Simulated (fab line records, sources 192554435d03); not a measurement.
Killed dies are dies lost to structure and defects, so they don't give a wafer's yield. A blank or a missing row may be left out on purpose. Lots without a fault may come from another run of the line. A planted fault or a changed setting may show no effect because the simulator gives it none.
Which tool did it? | flow n5_finfet | 6 lots, 16 wafers sampled, at 9 steps of a route of 1938

WHAT THE GAUGES READ, wafer by wafer
N5_BEOL_M4_RC_MEAS_101. Usual: DIBL_N 36.5 mV/V, standard deviation 2.2; DIBL_P 36.9 mV/V, standard deviation 2.9; IOFF_N 0.17 nA/um, standard deviation 0.044; IOFF_P 0.22 nA/um, standard deviation 0.052; ION_N 671 uA/um, standard deviation 16; ION_P 461 uA/um, standard deviation 10; SS_N 71.6 mV/dec, standard deviation 0.73; SS_P 73.5 mV/dec, standard deviation 0.79; VT_N 250 mV, standard deviation 4.1; VT_P -250 mV, standard deviation 4.1.
lot  | measured     | on        | DIBL_N (mV/V)  | DIBL_P (mV/V)  | IOFF_N (nA/um) | IOFF_P (nA/um) | ION_N (uA/um) | ION_P (uA/um) | SS_N (mV/dec)  | SS_P (mV/dec)  | VT_N (mV)   | VT_P (mV)      | flag
L505 | day 8 10:38  | prober-01 | 34.2 35.1 32.4 | 34.7 37.1 30.0 | 0.12 0.13 0.09 | 0.16 0.19 0.10 | 667 674 647   | 455 463 440   | 70.9 71.0 70.4 | 72.1 72.9 71.1 | 253 252 260 | -255 -254 -262 |
L511 | day 9 21:05  | prober-01 | 37.5 34.3 36.0 | 38.7 35.8 36.9 | 0.20 0.14 0.16 | 0.24 0.20 0.20 | 692 654 671   | 466 450 457   | 72.0 71.6 72.1 | 74.6 73.7 73.9 | 246 253 251 | -251 -252 -249 |
L513 | day 11 02:48 | prober-01 | 35.8 37.1 34.8 | 35.2 38.6 32.0 | 0.14 0.16 0.13 | 0.19 0.24 0.14 | 670 652 638   | 454 453 436   | 71.9 72.5 72.4 | 73.4 73.8 72.6 | 253 248 258 | -253 -250 -258 |
L522 | day 13 02:46 | prober-02 | 34.6 38.4      | 35.2 41.1      | 0.13 0.23      | 0.19 0.30      | 662 700       | 461 477       | 71.6 71.5      | 72.9 74.3      | 252 240     | -250 -246      |
L524 | day 13 08:51 | prober-02 | 38.8 34.6 36.5 | 40.5 34.3 37.3 | 0.21 0.13 0.18 | 0.25 0.16 0.20 | 686 652 669   | 460 445 453   | 72.5 71.5 71.7 | 73.7 72.7 73.7 | 245 253 245 | -250 -253 -250 |
L528 | day 15 04:48 | prober-01 | 40.2 42.3      | 42.9 44.0      | 0.23 0.28      | 0.29 0.33      | 669 702       | 456 471       | 72.3 73.4      | 74.7 75.0      | 248 242     | -247 -243      |

N5_BEOL_M8_INSPECT_30: inspects for defects (brightfield). Usual: raw_defect_count 422, standard deviation 100.
lot  | measured     | on                | raw_defect_count | flag
L505 | day 10 02:06 | defect_inspect-01 | 416 508 273      |
L511 | day 11 06:44 | defect_inspect-01 | 503 448 525      |
L513 | day 12 13:06 | defect_inspect-02 | 255 334 288      |
L522 | day 14 20:07 | defect_inspect-02 | 436 313          |
L524 | day 15 04:44 | defect_inspect-01 | 525 465 530      |
L528 | day 16 18:17 | defect_inspect-02 | 424 506          |

N5_BEOL_M8_OCD_MEAS_38. Usual: trench_depth_nm 92.2 nm, standard deviation 2.
lot  | measured     | on     | trench_depth_nm (nm) | flag
L505 | day 10 02:34 | ocd-01 | 92.6 93.8 90.9       |
L511 | day 11 07:29 | ocd-01 | 93.9 89.1 88.7       |
L513 | day 12 13:34 | ocd-01 | 88.4 90.8 88.9       |
L522 | day 14 21:04 | ocd-01 | 90.7 57.5            | OFF
L524 | day 15 05:11 | ocd-01 | 89.9 89.0 55.8       | OFF
L528 | day 16 18:46 | ocd-01 | 92.7 97.1            |

N5_BEOL_M8_THK_MEAS_53: measures by xrf. Usual: M8_THK 79.5 nm, standard deviation 2.5.
lot  | measured     | on            | M8_THK (nm)    | flag
L505 | day 10 06:46 | film_metro-01 | 79.4 82.1 81.2 |
L511 | day 11 11:10 | film_metro-02 | 79.6 76.7 76.8 |
L513 | day 12 15:34 | film_metro-02 | 75.8 75.9 74.9 |
L522 | day 15 00:04 | film_metro-02 | 77.6 45.0      | OFF
L524 | day 15 07:32 | film_metro-01 | 75.1 76.7 40.6 | OFF
L528 | day 16 22:43 | film_metro-02 | 80.1 81.4      |

N5_BEOL_M8_RS_MEAS_57: measures by four-point-probe. Usual: M8_RS 0.291 ohm/sq, standard deviation 0.01.
lot  | measured     | on            | M8_RS (ohm/sq)    | flag
L505 | day 10 06:54 | film_metro-02 | 0.291 0.280 0.283 |
L511 | day 11 11:18 | film_metro-02 | 0.290 0.297 0.300 |
L513 | day 12 15:43 | film_metro-02 | 0.307 0.305 0.310 |
L522 | day 15 00:13 | film_metro-01 | 0.299 0.582       | OFF
L524 | day 15 07:40 | film_metro-01 | 0.308 0.301 0.660 | OFF
L528 | day 16 22:51 | film_metro-02 | 0.286 0.280       |

N5_BEOL_M15_RC_MEAS_101. Usual: COMB_M10 1.5e-11 S/m, standard deviation 3.1e-12; COMB_M11 1.5e-11 S/m, standard deviation 3.1e-12; COMB_M12 6.1e-12 S/m, standard deviation 1.4e-12; COMB_M13 4.5e-12 S/m, standard deviation 9.9e-13; COMB_M14 3.5e-12 S/m, standard deviation 8.8e-13; COMB_M15 2.1e-12 S/m, standard deviation 7.1e-13; COMB_M5 3.6e-11 S/m, standard deviation 7.6e-12; COMB_M6 2.4e-11 S/m, standard deviation 5.1e-12; COMB_M7 2.6e-11 S/m, standard deviation 5.7e-12; COMB_M9 1.42e-11 S/m, standard deviation 2.7e-12; SERP_M10 3.10 ohm/um, standard deviation 0.1; SERP_M11 3.07 ohm/um, standard deviation 0.1; SERP_M12 0.639 ohm/um, standard deviation 0.017; SERP_M13 0.305 ohm/um, standard deviation 0.0052; SERP_M14 0.162 ohm/um, standard deviation 0.0062; SERP_M5 37.5 ohm/um, standard deviation 2.1; SERP_M6 14.4 ohm/um, standard deviation 0.77; SERP_M7 13.7 ohm/um, standard deviation 0.64; SERP_M8 14.2 ohm/um, standard deviation 0.66; SERP_M8_max_site 14.8 ohm/um, standard deviation 0.71; SERP_M9 3.08 ohm/um, standard deviation 0.11.
lot  | measured     | on        | COMB_M10 (S/m)          | COMB_M11 (S/m)          | COMB_M12 (S/m)          | COMB_M13 (S/m)          | COMB_M14 (S/m)          | COMB_M15 (S/m)          | COMB_M5 (S/m)           | COMB_M6 (S/m)           | COMB_M7 (S/m)           | COMB_M9 (S/m)              | SERP_M10 (ohm/um) | SERP_M11 (ohm/um) | SERP_M12 (ohm/um) | SERP_M13 (ohm/um) | SERP_M14 (ohm/um) | SERP_M5 (ohm/um) | SERP_M6 (ohm/um) | SERP_M7 (ohm/um) | SERP_M8 (ohm/um) | SERP_M8_max_site (ohm/um) | SERP_M9 (ohm/um) | flag
L505 | day 12 07:32 | prober-01 | 1.6e-11 1.8e-11 1.8e-11 | 1.9e-11 1.3e-11 1.6e-11 | 6.3e-12 7.8e-12 6.3e-12 | 4e-12 5.4e-12 4.6e-12   | 4.2e-12 3.5e-12 3.1e-12 | 2.4e-12 3.3e-12 2.2e-12 | 4.8e-11 3.8e-11 3.2e-11 | 2.2e-11 2.2e-11 2.4e-11 | 2.9e-11 3.3e-11 3.4e-11 | 1.41e-11 1.25e-11 1.24e-11 | 3.09 3.06 3.12    | 3.23 3.21 3.14    | 0.646 0.641 0.609 | 0.303 0.310 0.314 | 0.163 0.164 0.152 | 38.2 33.8 36.7   | 15.2 14.2 13.4   | 13.3 14.4 14.1   | 14.0 13.9 14.4   | 14.3 14.2 14.9            | 3.33 3.01 3.23   |
L511 | day 14 00:35 | prober-02 | 2.1e-11 1.8e-11 1.4e-11 | 1.3e-11 1.1e-11 1.5e-11 | 5.3e-12 6.2e-12 3.6e-12 | 4.1e-12 4.6e-12 4.1e-12 | 2.7e-12 2.1e-12 2.1e-12 | 2.9e-12 1.8e-12 1.7e-12 | 3e-11 4.5e-11 3e-11     | 3.1e-11 2.6e-11 2.1e-11 | 3.1e-11 2e-11 2.5e-11   | 1.69e-11 1.35e-11 1.26e-11 | 3.29 3.04 3.18    | 3.35 2.95 3.15    | 0.658 0.661 0.638 | 0.295 0.300 0.295 | 0.176 0.165 0.175 | 36.1 38.2 37.8   | 14.3 13.9 13.9   | 14.3 13.6 14.6   | 14.3 15.5 14.6   | 14.9 15.9 15.2            | 2.94 3.27 3.18   |
L513 | day 14 23:52 | prober-02 | 1.7e-11 1.3e-11 2.1e-11 | 1.4e-11 1.5e-11 1.6e-11 | 5.7e-12 7.8e-12 4.6e-12 | 4.9e-12 7e-12 3e-12     | 3.6e-12 3e-12 2.8e-12   | 2e-12 2e-12 2.1e-12     | 4e-11 2.4e-11 4.8e-11   | 2.6e-11 3e-11 2.5e-11   | 2.1e-11 2.8e-11 1.5e-11 | 1.91e-11 1.07e-11 1.15e-11 | 3.10 3.10 3.14    | 3.01 2.93 3.07    | 0.641 0.609 0.642 | 0.298 0.313 0.303 | 0.153 0.163 0.164 | 35.8 40.0 36.8   | 14.6 12.9 15.8   | 13.8 13.3 14.3   | 15.5 15.5 15.6   | 16.2 16.1 16.0            | 3.19 3.29 2.99   |
L522 | day 17 01:05 | prober-02 | 1.5e-11 1.3e-11         | 1.2e-11 1e-11           | 5.2e-12 6.2e-12         | 3.9e-12 3.9e-12         | 3.7e-12 3.2e-12         | 1.4e-12 1e-12           | 3.5e-11 5.2e-11         | 3e-11 2.3e-11           | 2.3e-11 2.2e-11         | 1.28e-11 1.41e-11          | 3.08 3.09         | 3.16 3.18         | 0.649 0.613       | 0.304 0.307       | 0.155 0.157       | 39.4 35.3        | 13.5 14.1        | 12.3 13.6        | 15.3 26.8        | 15.8 28.0                 | 3.13 2.99        | OFF
L524 | day 17 12:56 | prober-01 | 1.3e-11 1.4e-11 2e-11   | 1.8e-11 1.4e-11 1e-11   | 6.3e-12 5.1e-12 8e-12   | 3.6e-12 4.9e-12 3.7e-12 | 3.3e-12 3.9e-12 6.6e-12 | 3.9e-12 2.4e-12 2.3e-12 | 2.6e-11 3.8e-11 2.9e-11 | 2.4e-11 2.3e-11 2.9e-11 | 2.3e-11 2.6e-11 2.4e-11 | 1.61e-11 1.47e-11 2.16e-11 | 3.12 3.19 2.94    | 3.02 3.06 3.07    | 0.622 0.655 0.672 | 0.298 0.302 0.308 | 0.146 0.166 0.160 | 32.2 38.9 35.0   | 13.6 15.1 14.6   | 15.0 14.1 13.7   | 14.9 15.2 30.8   | 15.6 15.8 32.9            | 3.07 3.00 3.11   | OFF
L528 | day 19 00:27 | prober-02 | 1.5e-11 1.4e-11         | 1.3e-11 1.1e-11         | 7.1e-12 5.7e-12         | 3.4e-12 3.9e-12         | 3e-12 2.2e-12           | 2.7e-12 2.3e-12         | 3.1e-11 3.2e-11         | 3.5e-11 2.3e-11         | 2.4e-11 2e-11           | 1.54e-11 1.49e-11          | 3.19 3.03         | 3.08 3.01         | 0.615 0.637       | 0.302 0.308       | 0.161 0.160       | 42.8 36.1        | 14.3 13.9        | 14.2 13.5        | 13.8 14.5        | 15.0 15.0                 | 3.01 2.95        |

WHICH TOOL RAN EACH LOT (tool, then ch and the chambers of the sampled wafers, then the start)
lot  | N5_BEOL_M8_ETCH_65                 | N5_BEOL_M8_STRIP_36                | N5_BEOL_M8_TRENCH_ETCH_37
L505 | rie_diel-02 ch 0,1,3, day 10 02:11 | rie_diel-02 ch 0,1,3, day 10 02:22 | rie_diel-02 ch 0,1,3, day 10 02:25
L511 | rie_diel-05 ch 0,1, day 11 06:57   | rie_diel-05 ch 0,1, day 11 07:14   | rie_diel-05 ch 0,1, day 11 07:17
L513 | rie_diel-05 ch 1,2, day 12 13:11   | rie_diel-05 ch 1,2, day 12 13:22   | rie_diel-05 ch 1,2, day 12 13:25
L522 | rie_diel-05 ch 0,2, day 14 20:31   | rie_diel-05 ch 0,2, day 14 20:47   | rie_diel-05 ch 0,2, day 14 20:51
L524 | rie_diel-05 ch 1,2, day 15 04:49   | rie_diel-05 ch 1,2, day 15 05:00   | rie_diel-05 ch 1,2, day 15 05:02
L528 | rie_diel-02 ch 2,3, day 16 18:23   | rie_diel-02 ch 2,3, day 16 18:34   | rie_diel-02 ch 2,3, day 16 18:37
- N5_BEOL_M8_ETCH_65: etches SiARC in CF4, target depth 15.6 nm, time 26 s.
- N5_BEOL_M8_STRIP_36: strips in N2/H2.
- N5_BEOL_M8_TRENCH_ETCH_37: etches SiCOH lowk in C4F6/O2, target depth 93.478 nm, time 31.2 s.

WHAT THE TOOLS THEMSELVES READ (means of the sampled wafers that have a number; where no wafer has one, the mark that the record gives instead)
N5_BEOL_M8_ETCH_65. Usual: drypump_motor_current_A 5.6 A, standard deviation 0.55; etch_rf_on_time_s 26.4 s, standard deviation 0.94; oes_product_au 0.66 a.u., standard deviation 0.079; rf_vpp_V 183.9 V, standard deviation 1.1; showerhead_plenum_p_Torr 2.12 Torr, standard deviation 0.049; throttle_valve_pct 15.57 %, standard deviation 0.22.
lot  | tool        | drypump_motor_current_A (A) | etch_rf_on_time_s (s) | oes_product_au (a.u.) | rf_vpp_V (V) | showerhead_plenum_p_Torr (Torr) | throttle_valve_pct (%) | flag
L505 | rie_diel-02 | 5.8                         | 26.0                  | 0.68                  | 185.2        | 2.17                            | 15.84                  |
L511 | rie_diel-05 | 5.4                         | 27.8                  | 0.59                  | 184.1        | 2.11                            | 15.58                  |
L513 | rie_diel-05 | 5.6                         | 26.9                  | 0.65                  | 182.6        | 2.10                            | 15.51                  |
L522 | rie_diel-05 | 6.1                         | 26.2                  | 0.65                  | 182.9        | 2.06                            | 15.59                  |
L524 | rie_diel-05 | 5.2                         | 27.6                  | 0.59                  | 182.9        | 2.11                            | 15.59                  |
L528 | rie_diel-02 | 5.2                         | 24.8                  | 0.79                  | 184.1        | 2.18                            | 15.57                  |

N5_BEOL_M8_STRIP_36. Usual: drypump_motor_current_A 5.7 A, standard deviation 0.55; oes_product_au 0.78 a.u., standard deviation 0.085; rf_vpp_V 59.2 V, standard deviation 1.6; showerhead_plenum_p_Torr 2.51 Torr, standard deviation 0.078; throttle_valve_pct 23.5 %, standard deviation 0.4.
lot  | tool        | drypump_motor_current_A (A) | oes_product_au (a.u.) | rf_vpp_V (V) | showerhead_plenum_p_Torr (Torr) | throttle_valve_pct (%) | flag
L505 | rie_diel-02 | 5.8                         | 0.80                  | 60.1         | 2.58                            | 24.0                   |
L511 | rie_diel-05 | 5.4                         | 0.71                  | 59.5         | 2.48                            | 23.3                   |
L513 | rie_diel-05 | 5.6                         | 0.77                  | 62.0         | 2.47                            | 23.3                   |
L522 | rie_diel-05 | 6.1                         | 0.77                  | 56.4         | 2.42                            | 23.1                   |
L524 | rie_diel-05 | 5.3                         | 0.71                  | 59.3         | 2.48                            | 23.4                   |
L528 | rie_diel-02 | 5.2                         | 0.90                  | 58.1         | 2.59                            | 24.0                   |

N5_BEOL_M8_TRENCH_ETCH_37. Usual: drypump_motor_current_A 5.7 A, standard deviation 0.55; oes_product_au 0.78 a.u., standard deviation 0.088; rf_vpp_V 651 V, standard deviation 16; showerhead_plenum_p_Torr 2.83 Torr, standard deviation 0.067; throttle_valve_pct 20.92 %, standard deviation 0.24.
lot  | tool        | drypump_motor_current_A (A) | oes_product_au (a.u.) | rf_vpp_V (V) | showerhead_plenum_p_Torr (Torr) | throttle_valve_pct (%) | flag
L505 | rie_diel-02 | 5.8                         | 0.79                  | 661          | 2.90                            | 21.21                  |
L511 | rie_diel-05 | 5.4                         | 0.70                  | 649          | 2.82                            | 20.93                  |
L513 | rie_diel-05 | 5.6                         | 0.76                  | 637          | 2.80                            | 20.84                  |
L522 | rie_diel-05 | 6.1                         | 0.67                  | 636          | 2.75                            | 20.88                  |
L524 | rie_diel-05 | 5.2                         | 0.64                  | 646          | 2.81                            | 20.91                  |
L528 | rie_diel-02 | 5.2                         | 0.91                  | 644          | 2.89                            | 20.94                  |

THE ANSWER, worked out from the rows above alone
Rule: a lot is off if the mean of its wafers that have a number lies more than 3 standard deviations from the usual mean. A lot without any number at a reading at which 4 lots or more have one is off too. The other lots that the step has rows for count as sound. The gauges are gone through in route order, then the tools' own readings, and for those a lot's mean is taken as printed above. The first step at which some lot is off is used, and at that step the reading that is off furthest; a lot without a number counts as furthest.
Off: L522, L524, at N5_BEOL_M8_OCD_MEAS_38 (trench_depth_nm).
A tool fits if, at a process step before that reading, it ran every lot that is off, and no sound lot after the first of them. The gauges at N5_BEOL_M8_OCD_MEAS_38 aren't tried: what is off there is off at N5_BEOL_M8_THK_MEAS_53 too, on other tools, and a gauge's error can't cause that. One fits: rie_diel-05 at N5_BEOL_M8_ETCH_65 and N5_BEOL_M8_STRIP_36 and N5_BEOL_M8_TRENCH_ETCH_37. At N5_BEOL_M8_ETCH_65 its last sound lot is L513 (day 12 13:11), its first lot that is off L522 (day 14 20:31): a fault that began between those two fits.

WHAT THE SIMULATOR HAD PUT IN
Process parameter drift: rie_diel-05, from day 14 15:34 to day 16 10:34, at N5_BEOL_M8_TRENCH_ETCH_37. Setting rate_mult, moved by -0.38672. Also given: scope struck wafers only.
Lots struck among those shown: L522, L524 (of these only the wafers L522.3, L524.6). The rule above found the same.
